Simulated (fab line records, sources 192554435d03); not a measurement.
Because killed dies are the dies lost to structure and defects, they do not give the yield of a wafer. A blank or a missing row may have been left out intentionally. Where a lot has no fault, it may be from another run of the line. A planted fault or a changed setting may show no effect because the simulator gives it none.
fab line records + flow n5-finfet + part 2 of 2: steps 23 to 28 of 28
[record]
- lots = 5
- wafers = 15
- last-day = 17
route steps=1938 shown BEOL_M7@1282
lots that met no fault: from a run of the same line without faults
start-h: start of the lot's first displayed wafer, in hours after the record's first day + wait-h: hours elapsed since this lot's preceding step + " same as the row above + L1.1+2: a row that stands for several wafers + - no value, or no start was given + * or withheld: withheld + < > ~ a bound
route shown NAME@n: names a module that has steps shown in the file, with the first one's number in the route + usual: mean/standard deviation taken from wafers without a fault + same: alike in all rows + chamber/n: place in a boat + sites: readings site by site + _std_site: how widely they spread, as a standard deviation + _edge_site: inner sites' mean taken away from outer sites' mean + radius-mm: how far each site lies from the wafer's centre + mask NAME#n: copy n + behind: tool/chamber where the wafer was last shaped + hold: what put the lot on hold/how long, in hours/how the hold closed + device: names the non-switching transistor (n, p or np) + end of line: the tests these same wafers got at the end of their route + a step given without rows: its recipe and nothing more + killed: count of dies lost to structure and defects at first sort (not the wafer's yield) + map: dies across one wafer; x = killed, . = not, _ = none there
set.NAME: the setting as run; set.NAME@STEP: as run at that earlier step + model.NAME: the simulator's own value behind a step, which no gauge read
lots seen at some steps along the route; tables by step, rows by wafer
services: when a tool's chamber went out of use (start-h, in hours from the record's first day, below 0 if earlier), for how many hours, and the reason
[[steps]]
[step N5_BEOL_M7_STRIP_73]
[recipe]
- chemistry = N2/H2
- temp-c = 40
- n2-flow-sccm = 200
- h2-flow-sccm = 200
- rf-frequency-hz = 6e+07
| lot.wafer  | tool        | chamber | start-h | wait-h |
|------------|-------------|---------|---------|--------|
| L081.2+3+4 | rie-diel-01 | 0,1,3   | 223.86  | 0.0    |
| L079.2+5+6 | rie-diel-02 | 2,3,0   | 227.72  | 0.0    |
| L078.2+3+4 | rie-diel-02 | 0,2,1   | 234.08  | 0.0    |
| L082.1+2+5 | rie-diel-01 | 0,3,1   | 234.26  | 0.0    |
| L095.2+5+6 | rie-diel-03 | 2,0,1   | 335.01  | 0.0    |
[step N5_BEOL_M7_VIA_ETCH_34]
[recipe]
- chemistry = C4F6/O2
- target = SiCOH_lowk
- target-depth-a = 1255
- mask-material = SOC
- taper-deg = 4
- time-s = 50.5
- ion-energy-ev = 250
- pressure-mtorr = 30
- source-w = 345
- bias-w = 185
- Ar_flow_sccm = 300
- C4F6_flow_sccm = 10
- O2_flow_sccm = 10
[usual]
- bias-w = 185.1/0.52
- drypump-motor-current-A = 5.6/0.48
- oes-product-au = 0.75/0.059
- rf-vpp-V = 662/13
- showerhead-plenum-p-Torr = 2.89/0.099
- throttle-valve-pct = 21.06/0.2
| lot.wafer | tool        | chamber | start-h | wait-h | bias-w | drypump-motor-current-A | oes-product-au | rf-hours-counter-h | rf-vpp-V | showerhead-plenum-p-Torr | throttle-valve-pct |
|-----------|-------------|---------|---------|--------|--------|-------------------------|----------------|--------------------|----------|--------------------------|--------------------|
| L081.2    | rie-diel-01 | 0       | 223.87  | 0.0    | 185.2  | 6.1                     | 0.70           | 200                | 663      | 2.93                     | 20.95              |
| L081.3    | "           | 1       | "       | "      | 185.3  | 5.8                     | 0.84           | 49                 | 670      | 2.98                     | 20.95              |
| L081.4    | "           | 3       | "       | "      | 185.3  | 5.2                     | 0.75           | 169                | 655      | 2.86                     | 21.24              |
| L079.2    | rie-diel-02 | 2       | 227.73  | 0.0    | 185.2  | 6.1                     | 0.77           | 123                | 661      | 2.64                     | 21.26              |
| L079.5    | "           | 3       | "       | "      | 185.4  | 5.6                     | 0.84           | -                  | 666      | 3.02                     | 20.97              |
| L079.6    | "           | 0       | "       | "      | 185.3  | 5.3                     | 0.72           | -                  | 663      | 2.85                     | 21.24              |
| L078.2    | rie-diel-02 | 0       | 234.09  | 0.0    | 185.3  | 5.3                     | 0.72           | 184                | 663      | 2.85                     | 21.26              |
| L078.3    | "           | 2       | "       | "      | 184.9  | 6.1                     | 0.78           | 125                | 661      | 2.64                     | 21.26              |
| L078.4    | "           | 1       | "       | "      | 185.7  | 4.9                     | 0.70           | 217                | 665      | 2.72                     | 20.67              |
| L082.1    | rie-diel-01 | 0       | 234.27  | 0.0    | 184.9  | 6.2                     | 0.69           | 203                | 661      | 2.93                     | 20.96              |
| L082.2    | "           | 3       | "       | "      | 185.2  | 5.2                     | 0.75           | 172                | 654      | 2.85                     | 21.24              |
| L082.5    | "           | 1       | "       | "      | 184.7  | 5.8                     | 0.84           | -                  | 671      | 2.98                     | 20.98              |
| L095.2    | rie-diel-03 | 2       | 335.02  | 0.0    | 185.0  | 6.5                     | 0.71           | 203                | 683      | 2.93                     | 20.75              |
| L095.5    | "           | 0       | "       | "      | 185.4  | 5.3                     | 0.71           | -                  | 646      | 2.82                     | 21.27              |
| L095.6    | "           | 1       | "       | "      | 184.8  | 5.2                     | 0.69           | -                  | 642      | 2.83                     | 21.29              |
[step N5_BEOL_M7_STRIP_76]
[recipe]
- chemistry = C4F6/O2
- resist = SiARC
- rf-frequency-hz = 6e+07
| lot.wafer  | tool        | chamber | start-h | wait-h |
|------------|-------------|---------|---------|--------|
| L081.2+3+4 | rie-diel-01 | 0,1,3   | 223.91  | 0.0    |
| L079.2+5+6 | rie-diel-02 | 2,3,0   | 227.78  | 0.0    |
| L078.2+3+4 | rie-diel-02 | 0,2,1   | 234.14  | 0.0    |
| L082.1+2+5 | rie-diel-01 | 0,3,1   | 234.31  | 0.0    |
| L095.2+5+6 | rie-diel-03 | 2,0,1   | 335.06  | 0.0    |
[step N5_BEOL_M7_STRIP_36]
[recipe]
- chemistry = N2/H2
- power-w = 450
- temp-c = 40
- pressure-mtorr = 20
- rf-frequency-hz = 6e+07
- overash-fraction = 0.3
- bias-power-w = 7
- h2-frac = 0.5
- n2-flow-sccm = 200
- h2-flow-sccm = 200
[usual]
- drypump-motor-current-A = 5.6/0.49
- oes-product-au = 0.75/0.059
- power-w = 450.0/1.5
- rf-vpp-V = 59.2/1.4
- showerhead-plenum-p-Torr = 2.58/0.1
- throttle-valve-pct = 23.79/0.26
| lot.wafer | tool        | chamber | start-h | wait-h | drypump-motor-current-A | oes-product-au | power-w | rf-hours-counter-h | rf-vpp-V | showerhead-plenum-p-Torr | throttle-valve-pct |
|-----------|-------------|---------|---------|--------|-------------------------|----------------|---------|--------------------|----------|--------------------------|--------------------|
| L081.2    | rie-diel-01 | 0       | 223.92  | 0.0    | 6.2                     | 0.70           | 449.9   | 200                | 59.3     | 2.64                     | 23.92              |
| L081.3    | "           | 1       | "       | "      | 5.8                     | 0.84           | 447.0   | 49                 | 58.1     | 2.70                     | 24.09              |
| L081.4    | "           | 3       | "       | "      | 5.2                     | 0.75           | 449.3   | 169                | 59.4     | 2.53                     | 23.86              |
| L079.2    | rie-diel-02 | 2       | 227.79  | 0.0    | 6.0                     | 0.78           | 450.1   | 123                | 58.0     | 2.33                     | 23.88              |
| L079.5    | "           | 3       | "       | "      | 5.6                     | 0.83           | 449.6   | -                  | 60.8     | 2.66                     | 23.40              |
| L079.6    | "           | 0       | "       | "      | 5.3                     | 0.72           | 447.8   | -                  | 57.1     | 2.54                     | 24.17              |
| L078.2    | rie-diel-02 | 0       | 234.15  | 0.0    | 5.3                     | 0.71           | 450.9   | 184                | 60.3     | 2.54                     | 24.15              |
| L078.3    | "           | 2       | "       | "      | 6.1                     | 0.77           | 450.0   | 125                | 58.3     | 2.33                     | 23.90              |
| L078.4    | "           | 1       | "       | "      | 4.9                     | 0.69           | 451.1   | 217                | 58.7     | 2.40                     | 23.18              |
| L082.1    | rie-diel-01 | 0       | 234.32  | 0.0    | 6.2                     | 0.71           | 451.4   | 203                | 59.5     | 2.63                     | 23.92              |
| L082.2    | "           | 3       | "       | "      | 5.2                     | 0.76           | 451.6   | 172                | 60.1     | 2.53                     | 23.84              |
| L082.5    | "           | 1       | "       | "      | 5.8                     | 0.84           | 451.6   | -                  | 59.6     | 2.70                     | 24.09              |
| L095.2    | rie-diel-03 | 2       | 335.07  | 0.0    | 6.4                     | 0.71           | 449.1   | 203                | 58.3     | 2.63                     | 23.63              |
| L095.5    | "           | 0       | "       | "      | 5.3                     | 0.71           | 453.1   | -                  | 59.8     | 2.50                     | 23.70              |
| L095.6    | "           | 1       | "       | "      | 5.2                     | 0.70           | 449.0   | -                  | 59.2     | 2.51                     | 24.06              |
[step N5_BEOL_M7_TRENCH_ETCH_37]
[recipe]
- chemistry = C4F6/O2
- target-depth-a = 934.78
- target = SiCOH_lowk
- time-s = 31.2
- ion-energy-ev = 250
- pressure-mtorr = 30
- source-w = 345
- bias-w = 185
- Ar_flow_sccm = 300
- C4F6_flow_sccm = 10
- O2_flow_sccm = 10
[usual]
- bias-w = 185.0/0.55
- drypump-motor-current-A = 5.6/0.48
- oes-product-au = 0.75/0.06
- rf-vpp-V = 662/13
- showerhead-plenum-p-Torr = 2.89/0.099
- throttle-valve-pct = 21.09/0.2
| lot.wafer | tool        | chamber | start-h | wait-h | bias-w | drypump-motor-current-A | oes-product-au | rf-hours-counter-h | rf-vpp-V | showerhead-plenum-p-Torr | throttle-valve-pct |
|-----------|-------------|---------|---------|--------|--------|-------------------------|----------------|--------------------|----------|--------------------------|--------------------|
| L081.2    | rie-diel-01 | 0       | -       | -      | 184.4  | 6.2                     | 0.70           | 200                | 662      | 2.93                     | 21.00              |
| L081.3    | "           | 1       | "       | "      | 185.2  | 5.8                     | 0.84           | 49                 | 671      | 2.98                     | 20.99              |
| L081.4    | "           | 3       | "       | "      | 185.6  | 5.2                     | 0.75           | 169                | 654      | 2.85                     | 21.26              |
| L079.2    | rie-diel-02 | 2       | -       | -      | 184.4  | 6.1                     | 0.77           | 123                | 662      | 2.64                     | 21.27              |
| L079.5    | "           | 3       | "       | "      | 184.7  | 5.6                     | 0.84           | -                  | 666      | 3.02                     | 21.01              |
| L079.6    | "           | 0       | "       | "      | 184.9  | 5.3                     | 0.73           | -                  | 665      | 2.85                     | 21.29              |
| L078.2    | rie-diel-02 | 0       | -       | -      | 185.0  | 5.3                     | 0.72           | 184                | 665      | 2.85                     | 21.27              |
| L078.3    | "           | 2       | "       | "      | 185.0  | 6.1                     | 0.77           | 125                | 662      | 2.64                     | 21.28              |
| L078.4    | "           | 1       | "       | "      | 184.3  | 4.9                     | 0.70           | 217                | 668      | 2.72                     | 20.70              |
| L082.1    | rie-diel-01 | 0       | -       | -      | 185.1  | 6.2                     | 0.69           | 203                | 664      | 2.93                     | 20.98              |
| L082.2    | "           | 3       | "       | "      | 185.6  | 5.2                     | 0.76           | 172                | 654      | 2.85                     | 21.28              |
| L082.5    | "           | 1       | "       | "      | 185.3  | 5.8                     | 0.83           | -                  | 671      | 2.98                     | 21.00              |
| L095.2    | rie-diel-03 | 2       | -       | -      | 185.7  | 6.4                     | 0.72           | 203                | 683      | 2.93                     | 20.81              |
| L095.5    | "           | 0       | "       | "      | 184.6  | 5.3                     | 0.70           | -                  | 646      | 2.82                     | 21.30              |
| L095.6    | "           | 1       | "       | "      | 184.4  | 5.2                     | 0.70           | -                  | 642      | 2.83                     | 21.31              |
[step N5_BEOL_M7_ETCH_41]
[recipe]
- chemistry = CH3F/O2
- target = SiCN
- target-depth-a = 319
- taper-deg = 2
- time-s = 57.8
- ion-energy-ev = 120
- mask-material = TiN
- pressure-mtorr = 30
- source-w = 395
- bias-w = 75
- Ar_flow_sccm = 150
- CH3F_flow_sccm = 30
- O2_flow_sccm = 20
[usual]
- CH3F_flow_sccm = 30.02/0.092
- bias-w = 75.00/0.21
- drypump-motor-current-A = 5.6/0.49
- oes-product-au = 0.75/0.059
- rf-vpp-V = 297.9/1.7
- showerhead-plenum-p-Torr = 2.03/0.073
- throttle-valve-pct = 16.47/0.18
| lot.wafer | tool        | chamber | start-h | wait-h | CH3F_flow_sccm | bias-w | drypump-motor-current-A | oes-product-au | rf-hours-counter-h | rf-vpp-V | showerhead-plenum-p-Torr | throttle-valve-pct |
|-----------|-------------|---------|---------|--------|----------------|--------|-------------------------|----------------|--------------------|----------|--------------------------|--------------------|
| L081.2    | rie-diel-01 | 0       | -       | -      | 30.01          | 74.63  | 6.2                     | 0.70           | 200                | 299.2    | 2.06                     | 16.45              |
| L081.3    | "           | 1       | "       | "      | 29.88          | 75.00  | 5.8                     | 0.83           | 49                 | 300.1    | 2.10                     | 16.38              |
| L081.4    | "           | 3       | "       | "      | 30.16          | 74.84  | 5.2                     | 0.75           | 169                | 296.8    | 2.00                     | 16.63              |
| L079.2    | rie-diel-02 | 2       | -       | -      | 30.00          | 74.88  | 6.0                     | 0.77           | 123                | 294.6    | 1.85                     | 16.62              |
| L079.5    | "           | 3       | "       | "      | 30.02          | 74.68  | 5.6                     | 0.85           | -                  | 298.5    | 2.13                     | 16.34              |
| L079.6    | "           | 0       | "       | "      | 30.12          | 75.28  | 5.3                     | 0.72           | -                  | 297.6    | 2.00                     | 16.64              |
| L078.2    | rie-diel-02 | 0       | -       | -      | 30.11          | 74.65  | 5.3                     | 0.72           | 184                | 295.8    | 2.00                     | 16.64              |
| L078.3    | "           | 2       | "       | "      | 30.02          | 74.98  | 6.0                     | 0.77           | 125                | 293.9    | 1.85                     | 16.62              |
| L078.4    | "           | 1       | "       | "      | 29.88          | 74.87  | 4.9                     | 0.70           | 217                | 294.8    | 1.91                     | 16.15              |
| L082.1    | rie-diel-01 | 0       | -       | -      | 30.00          | 74.57  | 6.2                     | 0.70           | 203                | 299.6    | 2.06                     | 16.45              |
| L082.2    | "           | 3       | "       | "      | 29.97          | 75.00  | 5.2                     | 0.75           | 172                | 297.8    | 2.00                     | 16.63              |
| L082.5    | "           | 1       | "       | "      | 30.05          | 75.27  | 5.8                     | 0.84           | -                  | 297.5    | 2.10                     | 16.37              |
| L095.2    | rie-diel-03 | 2       | -       | -      | 29.96          | 75.20  | 6.4                     | 0.71           | 203                | 298.2    | 2.06                     | 16.25              |
| L095.5    | "           | 0       | "       | "      | 30.12          | 74.85  | 5.3                     | 0.70           | -                  | 297.8    | 1.98                     | 16.71              |
| L095.6    | "           | 1       | "       | "      | 29.81          | 74.66  | 5.2                     | 0.69           | -                  | 297.2    | 1.99                     | 16.66              |
[[services]]
| tool           | chamber | start-h | hours | kind                          |
|----------------|---------|---------|-------|-------------------------------|
| rie-metal-01   | -       | 204.00  | 0.5   | repair                        |
| rie-diel-03    | 0       | 215.28  | 6.4   | repair                        |
| euv-scanner-02 | -       | 220.40  | 1.0   | pm                            |
| euv-scanner-01 | -       | 222.90  | 1.0   | pm                            |
| euv-scanner-02 | -       | 229.57  | 4.6   | pm                            |
| euv-scanner-02 | -       | 236.91  | 12.0  | pm                            |
| litho-track-01 | -       | 238.30  | -     | consumable-replace:filter     |
| rie-diel-01    | -       | 250.99  | 1.8   | repair                        |
| euv-scanner-02 | -       | 276.55  | 1.0   | pm                            |
| euv-scanner-01 | -       | 279.01  | 1.0   | pm                            |
| rie-metal-02   | -       | 281.58  | 1.0   | repair                        |
| rie-diel-02    | 2       | 286.38  | 3.2   | repair                        |
| rie-metal-02   | -       | 293.50  | 1.4   | pm                            |
| euv-scanner-01 | -       | 299.97  | 4.6   | pm                            |
| euv-scanner-01 | -       | 308.62  | 0.5   | repair                        |
| rie-metal-01   | -       | 311.40  | 1.4   | pm                            |
| rie-diel-03    | 3       | 322.36  | 15.4  | repair                        |
| euv-scanner-02 | -       | 330.38  | 0.4   | repair                        |
| euv-scanner-01 | -       | 330.85  | 17.3  | pm                            |
| rie-diel-02    | 1       | 334.87  | -     | clean                         |
| rie-diel-02    | 1       | 334.87  | -     | consumable-replace:focus-ring |
| rie-diel-02    | 1       | 334.87  | -     | consumable-replace:showerhead |
| rie-diel-02    | 1       | 334.87  | 27.6  | scheduled-down                |
| rie-diel-02    | 1       | 334.87  | 27.6  | vent-cycle                    |
